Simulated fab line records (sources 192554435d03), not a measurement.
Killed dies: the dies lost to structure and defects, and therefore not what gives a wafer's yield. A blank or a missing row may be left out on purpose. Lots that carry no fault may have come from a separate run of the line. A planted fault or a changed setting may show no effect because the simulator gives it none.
Problem report in the 8D (eight disciplines) form, filled by code | flow n5-finfet | the parts of the form that need people (team, actions taken, sign-off) are left out

## 1. WHAT WENT WRONG
oes-product-au at N5_FIN_CUT_CUT_ETCH_27 reads a mean of 0.76 a.u. on 1 wafer of 1 lot; wafers without a fault read 0.60 a.u. with a standard deviation of 0.039. Measured from the usual mean, that is +4.1 standard deviations.
The step: etches SiO2 in CHF3/O2, target depth 4 nm, overetch 2 nm, time 4.9 s.
Seen first at day 4 14:55 on rie-diel-03, wafer L970.5. The record holds 24 wafers of 8 lots with a number at this step. By rule, "out" or "out of limits" means more than 4 standard deviations away from the usual mean. Any other wafer with a number is counted as sound.

## 2. WHAT IT IS AND WHAT IT IS NOT
question                    | is               | is not
which readings at this step | oes-product-au   | chamber-pressure-mTorr, drypump-motor-current-A, mfc-ar-sccm, rf-vpp-V, showerhead-plenum-p-Torr, throttle-valve-pct
which lots                  | L970             | L960, L962, L964, L976, L978, L982, L983
which wafers of those lots  | L970.5           | L970.4, L970.6
read on which tools         | rie-diel-03      | rie-diel-02, rie-diel-06
when                        | from day 4 14:55 | up to then (11 sound wafers); but 12 sound wafers of L976, L978, L982, L983 came after

## 3. WHAT RULES OUT EACH SUSPECT
Counting: any tool at a process step up to the reading remains a suspect provided it ran every lot that is out. Sound lots after the first of them don't rule it out here, since some wafers of a struck lot are sound.
- rie-diel-06 at N5_PMOS_HMC_CHANNEL_EPI_DESCUM_14 (chemistry O2, time 7.9 s): kept. The lot that is out, L970, ran on it at day 4 05:06; the last sound lot it ran before that was L964, at day 2 19:07.
- epi-rpcvd-03 at N5_PMOS_HMC_CHANNEL_EPI_EPI_26 (deposits Si from SiH4/H2, target thk 3.8 nm, time 22.7 s): kept. It ran the lot that is out, L970 (day 4 07:37).
- ald-sin-02 at N5_FIN_SAQP_ALD_61 (deposits SiO2, target thk 4 nm, pulse time 1 s, purge time 2 s): kept. The lot that is out, L970, ran on it at day 4 08:15; the last sound lot it ran before that was L964, at day 3 00:32.
- pecvd-01 at N5_FIN_SAQP_HM_DEP_72 (deposits SiO2 from SiH4/N2O, target thk 12 nm, time 7.2 s): kept. It ran the lot that is out, L970 (day 4 09:02).
- rie-diel-03 at N5_FIN_CUT_CUT_ETCH_27 (etches SiO2 in CHF3/O2, target depth 4 nm, overetch 2 nm, time 4.9 s): kept. The lot that is out, L970, ran on it at day 4 14:55; the last sound lot it ran before that was L964, at day 3 06:58. Its own readings are out on those wafers: oes-product-au.
- Within ald-sin-02 at N5_FIN_SAQP_ALD_61, the wafers that are out were processed in chamber 1 and their sound lot-mates in chamber 2.
- In pecvd-01 at N5_FIN_SAQP_HM_DEP_72, the wafers that are out were processed in chamber 0 and their sound lot-mates in chambers 1, 2.
Left after counting: rie-diel-06 at N5_PMOS_HMC_CHANNEL_EPI_DESCUM_14, epi-rpcvd-03 at N5_PMOS_HMC_CHANNEL_EPI_EPI_26, ald-sin-02 at N5_FIN_SAQP_ALD_61, pecvd-01 at N5_FIN_SAQP_HM_DEP_72, rie-diel-03 at N5_FIN_CUT_CUT_ETCH_27.

## 4. THE CAUSE (what the simulator had put in)
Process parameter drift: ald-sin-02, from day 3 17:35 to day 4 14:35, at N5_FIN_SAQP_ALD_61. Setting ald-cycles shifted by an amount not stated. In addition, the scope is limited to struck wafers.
Counting leaves 5 suspects; this tool is one of them.

## 5. THE CHAIN OF EFFECTS, in route order
One row per reading whose mean, taken over the struck wafers that have a number, lies over 3 standard deviations from the usual. Only readings whose record carries a usual standard deviation are examined. hours: median over the lots of the time between each lot's start at the first step of this table that gives one and its start at this step. sigmas: the change, counted in usual standard deviations.
hours | step                   | reading        | usual     | on struck wafers | change | sigmas
0     | N5_FIN_CUT_CUT_ETCH_27 | oes-product-au | 0.60 a.u. | 0.76             | +0.16  | +4.1
The process steps in it:
- N5_FIN_CUT_CUT_ETCH_27: etches SiO2 in CHF3/O2, target depth 4 nm, overetch 2 nm, time 4.9 s.
Later steps that measure or inspect, where all struck wafers having a row at the step show a number for every such reading and not one has moved that far: N5_BEOL_M4_RC_MEAS_101.

## 6. WHAT WOULD HAVE CAUGHT IT SOONER
In this record no reading fell out of limits until day 4 14:55, 21 hours after the fault had begun at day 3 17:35.
Tool readings at N5_FIN_SAQP_ALD_61 with a usual standard deviation given in the record: none out on any struck wafer, hence no alarm at a limit of 4 standard deviations on them.
Each of the lots that are out, 1 in all, had begun N5_FIN_SAQP_ALD_61 on ald-sin-02 no later than day 4 14:55. None of them would have been spared by holding the tool at that moment.
